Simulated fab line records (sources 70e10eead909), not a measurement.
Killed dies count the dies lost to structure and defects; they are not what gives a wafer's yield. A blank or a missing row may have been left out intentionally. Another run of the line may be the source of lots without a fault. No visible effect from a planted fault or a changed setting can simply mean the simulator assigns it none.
Code-filled problem report in 8D (eight disciplines) form    flow nand-harc    the parts of the form that need people (team, actions taken, sign-off) are left out

1. WHAT IS WRONG
Wafers without a fault read 200.5 nm, standard deviation 2.7; thk-nm at NHARC_A_ONON_D1_THK_MEAS_34 reads a mean of 168.7 nm on 3 wafers belonging to 3 lots. Relative to the usual mean, that is a shift of -12 standard deviations.
The step: measures by ellipsometry.
The first sign was on wafer L682.3 at day 14 11:50, on film-metro-02. The record has a number at this step for 36 wafers belonging to 14 lots. Rule for "out", or "out of limits": more than 4 standard deviations from the usual mean. The rest of the wafers with a number are treated as sound.

2. WHAT IT IS, WHAT IT ISN'T
question                     is                            is not
which readings at this step  thk-nm                        -
which lots                   L682, L683, L687              L669, L670, L671, L672, L673, L675, L676, L681, L686, L689, L690
which wafers of those lots   all that have a number        -
read on which gauges         film-metro-01, film-metro-02  -
when                         from day 14 11:50             up to then (24 sound wafers); but 9 sound wafers of L686, L689, L690 came after

3. THE SUSPECTS, EACH WITH WHAT RULES IT OUT
Counting: a tool stays on the suspect list if, at a process step up to the reading, it processed all lots that are out and no sound lot following the first of them.
- ruled out: the gauge at NHARC_A_ONON_D1_THK_MEAS_34. The wafers that are out were read on 2 gauges (film-metro-01, film-metro-02).
- pecvd-04 at NHARC_A_ONON_D1_DEP_33 (deposits SiO2, target thk 200 nm): kept. Every lot that is out went through it, starting with L682 (day 14 11:31), and after that it ran no sound lot; the last sound lot it ran before then is L681 (day 13 09:10). Its own readings are out on those wafers: rf-fwd-power-W, showerhead-vpp-V.
After counting, what remains is pecvd-04 at NHARC_A_ONON_D1_DEP_33.

4. THE CAUSE (what the simulator had put in)
pecvd-04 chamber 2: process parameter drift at NHARC_A_ONON_D1_DEP_33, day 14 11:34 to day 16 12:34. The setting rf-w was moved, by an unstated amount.
Counting left only this tool.

5. THE EFFECT CHAIN, in route order
Each row: a reading whose mean over the struck wafers that have a number lies more than 3 standard deviations from the usual. Only readings whose record carries a usual standard deviation are examined. hours: median over the lots of the time between each lot's start at the first step of this table that gives one and its start at this step. sigmas: the change, counted in usual standard deviations.
hours  step                         reading           usual     on struck wafers  change  sigmas
0      NHARC_A_ONON_D1_DEP_33       rf-fwd-power-W    897.5 W   539.2             -358.3  -99 or more
0      NHARC_A_ONON_D1_DEP_33       showerhead-vpp-V  1863 V    1489              -374    -8.3
0      NHARC_A_ONON_D1_THK_MEAS_34  thk-nm            200.5 nm  168.7             -31.8   -12
Its process steps:
- NHARC_A_ONON_D1_DEP_33: deposits SiO2, target thk 200 nm.
Later measuring or inspecting steps at which every struck wafer that the step has a row for has a number for every such reading, and none has moved that far: NHARC_A_CHANNEL_HOLE_D1_INSPECT_12, NHARC_END_SORT_01.

6. WHAT WOULD HAVE CAUGHT IT SOONER
Counted from the fault's start at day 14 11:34, it took 0 hours until the first out-of-limits reading at a measuring or inspecting step in this record, taken at day 14 11:50.
At NHARC_A_ONON_D1_DEP_33, the tool's own readings (rf-fwd-power-W, showerhead-vpp-V) were out on each struck wafer the step has a row for, so an alarm limit on them would have fired on the first such wafer.
Lots out: 3; of these, L683, L687 started NHARC_A_ONON_D1_DEP_33 on pecvd-04 after day 14 11:50. A hold on the tool at that time would have spared those 2.
